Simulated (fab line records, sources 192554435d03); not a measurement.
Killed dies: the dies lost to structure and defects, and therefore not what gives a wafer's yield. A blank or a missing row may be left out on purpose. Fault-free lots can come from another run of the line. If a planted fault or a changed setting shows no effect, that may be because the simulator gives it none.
Code-filled problem report in 8D (eight disciplines) form -- flow n5-finfet -- the parts of the form that need people (team, actions taken, sign-off) are left out

== 1. THE ISSUE ==
A mean of 45.6 nm is read at N5_BEOL_M3_OCD_MEAS_38 for trench-depth-nm, taken on 1 wafer of 1 lot, against 55.7 nm (standard deviation 1.1) on wafers free of any fault. That puts it -9.2 standard deviations away from the usual mean.
Earliest sighting: wafer L482.2 on ocd-02 at day 11 07:42. The record holds 23 wafers of 9 lots with a number at this step. Rule for "out" (also "out of limits"): further than 4 standard deviations from the usual mean. The rest of the wafers with a number are treated as sound.

== 2. WHAT THIS IS AND IS NOT ==
question,is,is not
which readings at this step,trench-depth-nm,-
which lots,L482,"L469, L470, L473, L480, L486, L488, L489, L490"
which wafers of those lots,L482.2,L482.1
read on which gauges,ocd-02,ocd-01
when,from day 11 07:42,"up to then (13 sound wafers); but 9 sound wafers of L486, L488, L489, L490 came after"

== 3. SUSPECTS, AND WHAT RULES EACH OUT ==
Counting: if a tool at a process step up to the reading ran every lot that is out, it stays a suspect. Sound lots after the first of them don't rule it out here, since some wafers of a struck lot are sound.
- the gauge at N5_BEOL_M3_OCD_MEAS_38 has been ruled out. All the wafers that are out were read on ocd-02, but those of them that N5_BEOL_M3_TRENCH_ETCH_37 has rows for are out there too, on other tools.
- rie-diel-01 at N5_BEOL_M3_STRIP_36 (strips in N2/H2): kept. It ran the lot that is out, L482 (day 11 07:31); its last sound lot up to then is L480 (day 10 22:31).
- rie-diel-01 at N5_BEOL_M3_TRENCH_ETCH_37 (etches SiOC in C4F6/O2, target depth 55.555 nm, time 29.2 s): kept. It ran the lot that is out, L482 (day 11 07:33); its last sound lot up to then is L480 (day 10 22:33). Its own readings are out on those wafers: run-length-s.
- rie-diel-01 at N5_BEOL_M3_STRIP_97 (strips in N2/H2, time 10 s): kept. It ran the lot that is out, L482 (day 11 07:42); its last sound lot up to then is L480 (day 10 22:43). N5_BEOL_M3_STRIP_97: start missing for some lots; hours and lot order therefore follow N5_BEOL_M3_OCD_MEAS_38.
- The sound lot-mates ran in chamber 0 of rie-diel-01 at N5_BEOL_M3_STRIP_36, but the wafers that are out ran in chamber 3.
- The sound lot-mates ran in chamber 0 of rie-diel-01 at N5_BEOL_M3_TRENCH_ETCH_37, but the wafers that are out ran in chamber 3.
- The sound lot-mates ran in chamber 0 of rie-diel-01 at N5_BEOL_M3_STRIP_97, but the wafers that are out ran in chamber 3.
rie-diel-01 at N5_BEOL_M3_STRIP_36, rie-diel-01 at N5_BEOL_M3_TRENCH_ETCH_37 and rie-diel-01 at N5_BEOL_M3_STRIP_97 are what is left after counting.

== 4. THE CAUSE (what the simulator had put in) ==
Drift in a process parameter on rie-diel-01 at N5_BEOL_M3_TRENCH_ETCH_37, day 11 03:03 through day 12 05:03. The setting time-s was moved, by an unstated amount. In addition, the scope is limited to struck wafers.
Counting leaves 3 suspects; this tool is one of them.

== 5. THE CHAIN OF EFFECTS, in route order ==
Each row: a reading whose mean over the struck wafers that have a number lies more than 3 standard deviations from the usual. Only readings whose record carries a usual standard deviation are examined. hours: median over the lots of the time between each lot's start at the first step of this table that gives one and its start at this step. sigmas: the change, counted in usual standard deviations.
hours,step,reading,usual,on struck wafers,change,sigmas
0,N5_BEOL_M3_TRENCH_ETCH_37,run-length-s,52.5 s,46.9,-5.6,-12
0,N5_BEOL_M3_OCD_MEAS_38,trench-depth-nm,55.7 nm,45.6,-10.1,-9.2
Here are the process steps it includes:
- N5_BEOL_M3_TRENCH_ETCH_37: etches SiOC in C4F6/O2, target depth 55.555 nm, time 29.2 s.
Readings that are blank on the struck wafers while sound wafers have them: rf-fwd-power-W at N5_BEOL_M3_TRENCH_ETCH_37.
Later steps that measure or inspect, where all struck wafers having a row at the step show a number for every such reading and not one has moved that far: N5_BEOL_M4_RC_MEAS_101.

== 6. HOW IT WOULD HAVE BEEN CAUGHT EARLIER ==
The first out-of-limits reading at a measuring or inspecting step in this record came at day 11 07:42, 5 hours after the fault's start at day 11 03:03.
The tool's own readings at N5_BEOL_M3_TRENCH_ETCH_37 were out on every struck wafer that the step has a row for (run-length-s): an alarm limit on them would have fired on the first of those.
The start of N5_BEOL_M3_TRENCH_ETCH_37 on rie-diel-01 came by day 11 07:42 for every one of the lots that are out (1). None of them would have been spared by holding the tool at that moment.
